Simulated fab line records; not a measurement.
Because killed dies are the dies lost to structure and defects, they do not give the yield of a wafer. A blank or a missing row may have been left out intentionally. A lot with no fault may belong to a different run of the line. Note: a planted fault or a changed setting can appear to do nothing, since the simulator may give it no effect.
Chamber matching || flow n5 finfet || N5_BEOL_M4_DESCUM_16 on rie diel-04 has 4 sister chambers
The step chemistry O2, time 7 s. 20 wafers are shown with their chamber, then 10 later ones without.

## EACH WAFER AND ITS CHAMBER
{"wafer": "L074.3", "chamber": 2, "drypump motor current A (A)": 5.8, "throttle valve pct (%)": 20.68, "showerhead plenum p Torr (Torr)": 2.19}
{"wafer": "L074.5", "chamber": 0, "drypump motor current A (A)": 5.6, "throttle valve pct (%)": 20.41, "showerhead plenum p Torr (Torr)": 2.00}
{"wafer": "L074.6", "chamber": 3, "drypump motor current A (A)": 5.3, "throttle valve pct (%)": 19.89, "showerhead plenum p Torr (Torr)": 2.04}
{"wafer": "L076.1", "chamber": 2, "drypump motor current A (A)": 5.8, "throttle valve pct (%)": 20.70, "showerhead plenum p Torr (Torr)": 2.19}
{"wafer": "L076.4", "chamber": 0, "drypump motor current A (A)": 5.6, "throttle valve pct (%)": 20.41, "showerhead plenum p Torr (Torr)": 2.00}
{"wafer": "L076.5", "chamber": 3, "drypump motor current A (A)": 5.3, "throttle valve pct (%)": 19.90, "showerhead plenum p Torr (Torr)": 2.04}
{"wafer": "L079.1", "chamber": 2, "drypump motor current A (A)": 5.8, "throttle valve pct (%)": 20.69, "showerhead plenum p Torr (Torr)": 2.19}
{"wafer": "L079.2", "chamber": 0, "drypump motor current A (A)": 5.6, "throttle valve pct (%)": 20.42, "showerhead plenum p Torr (Torr)": 1.99}
{"wafer": "L079.3", "chamber": 1, "drypump motor current A (A)": 5.2, "throttle valve pct (%)": 20.11, "showerhead plenum p Torr (Torr)": 2.00}
{"wafer": "L080.1", "chamber": 0, "drypump motor current A (A)": 5.7, "throttle valve pct (%)": 20.42, "showerhead plenum p Torr (Torr)": 1.99}
{"wafer": "L080.3", "chamber": 2, "drypump motor current A (A)": 5.8, "throttle valve pct (%)": 20.70, "showerhead plenum p Torr (Torr)": 2.19}
{"wafer": "L080.6", "chamber": 0, "drypump motor current A (A)": 5.6, "throttle valve pct (%)": 20.42, "showerhead plenum p Torr (Torr)": 1.99}
{"wafer": "L088.2", "chamber": 2, "drypump motor current A (A)": 5.8, "throttle valve pct (%)": 20.73, "showerhead plenum p Torr (Torr)": 2.18}
{"wafer": "L088.4", "chamber": 1, "drypump motor current A (A)": 5.2, "throttle valve pct (%)": 20.13, "showerhead plenum p Torr (Torr)": 2.00}
{"wafer": "L088.5", "chamber": 3, "drypump motor current A (A)": 5.3, "throttle valve pct (%)": 19.94, "showerhead plenum p Torr (Torr)": 2.03}
{"wafer": "L089.1", "chamber": 1, "drypump motor current A (A)": 5.2, "throttle valve pct (%)": 20.11, "showerhead plenum p Torr (Torr)": 2.00}
{"wafer": "L089.5", "chamber": 0, "drypump motor current A (A)": 5.7, "throttle valve pct (%)": 20.15, "showerhead plenum p Torr (Torr)": 2.25}
{"wafer": "L089.6", "chamber": 3, "drypump motor current A (A)": 5.3, "throttle valve pct (%)": 19.92, "showerhead plenum p Torr (Torr)": 2.03}
{"wafer": "L090.3", "chamber": 2, "drypump motor current A (A)": 5.8, "throttle valve pct (%)": 20.72, "showerhead plenum p Torr (Torr)": 2.18}
{"wafer": "L090.4", "chamber": 0, "drypump motor current A (A)": 5.6, "throttle valve pct (%)": 20.12, "showerhead plenum p Torr (Torr)": 2.25}

SIGNATURES, as means of the wafers listed above
{"reading": "drypump motor current A", "chamber 0": 5.629, "chamber 1": 5.200, "chamber 2": 5.800, "chamber 3": 5.300, "scatter within a chamber": 0.0299}
{"reading": "throttle valve pct", "chamber 0": 20.3357, "chamber 1": 20.1167, "chamber 2": 20.7033, "chamber 3": 19.9125, "scatter within a chamber": 0.0855}
{"reading": "showerhead plenum p Torr", "chamber 0": 2.0671, "chamber 1": 2.0000, "chamber 2": 2.1867, "chamber 3": 2.0350, "scatter within a chamber": 0.0766}
Rule: distance of a wafer from a chamber = root of the sum over the readings of ((wafer's reading minus chamber's mean) / reading's scatter) squared. The wafer belongs to the nearest chamber; if the next one is less than 2 further off, it can't be placed. The scatter is the square root of a quotient: the sum, over the shown wafers, of each reading's squared deviation from its chamber's mean, divided by wafers minus chambers.

## WAFERS WITH NO CHAMBER GIVEN
{"wafer": "L090.6", "drypump motor current A (A)": 5.6, "throttle valve pct (%)": 20.13, "showerhead plenum p Torr (Torr)": 2.25}
{"wafer": "L093.1", "drypump motor current A (A)": 5.3, "throttle valve pct (%)": 19.95, "showerhead plenum p Torr (Torr)": 2.03}
{"wafer": "L093.4", "drypump motor current A (A)": 5.2, "throttle valve pct (%)": 20.14, "showerhead plenum p Torr (Torr)": 1.99}
{"wafer": "L093.6", "drypump motor current A (A)": 5.6, "throttle valve pct (%)": 20.11, "showerhead plenum p Torr (Torr)": 2.25}
{"wafer": "L095.3", "drypump motor current A (A)": 5.6, "throttle valve pct (%)": 20.15, "showerhead plenum p Torr (Torr)": 2.25}
{"wafer": "L095.5", "drypump motor current A (A)": 5.6, "throttle valve pct (%)": 20.14, "showerhead plenum p Torr (Torr)": 2.25}
{"wafer": "L095.6", "drypump motor current A (A)": 5.2, "throttle valve pct (%)": 20.15, "showerhead plenum p Torr (Torr)": 1.99}
{"wafer": "L097.1", "drypump motor current A (A)": 5.3, "throttle valve pct (%)": 19.97, "showerhead plenum p Torr (Torr)": 2.02}
{"wafer": "L097.5", "drypump motor current A (A)": 5.3, "throttle valve pct (%)": 19.97, "showerhead plenum p Torr (Torr)": 2.02}
{"wafer": "L097.6", "drypump motor current A (A)": 5.2, "throttle valve pct (%)": 20.16, "showerhead plenum p Torr (Torr)": 1.99}

## THE CHAMBER EACH PASSED THROUGH
{"wafer": "L090.6", "from the rows above": 0, "in truth": 0}
{"wafer": "L093.1", "from the rows above": 3, "in truth": 3}
{"wafer": "L093.4", "from the rows above": 1, "in truth": 1}
{"wafer": "L093.6", "from the rows above": 0, "in truth": 0}
{"wafer": "L095.3", "from the rows above": 0, "in truth": 0}
{"wafer": "L095.5", "from the rows above": 0, "in truth": 0}
{"wafer": "L095.6", "from the rows above": 1, "in truth": 1}
{"wafer": "L097.1", "from the rows above": 3, "in truth": 3}
{"wafer": "L097.5", "from the rows above": 3, "in truth": 3}
{"wafer": "L097.6", "from the rows above": 1, "in truth": 1}
Placed correctly: 10 of 10. Not placeable from these rows: 0. Placed wrongly: 0.
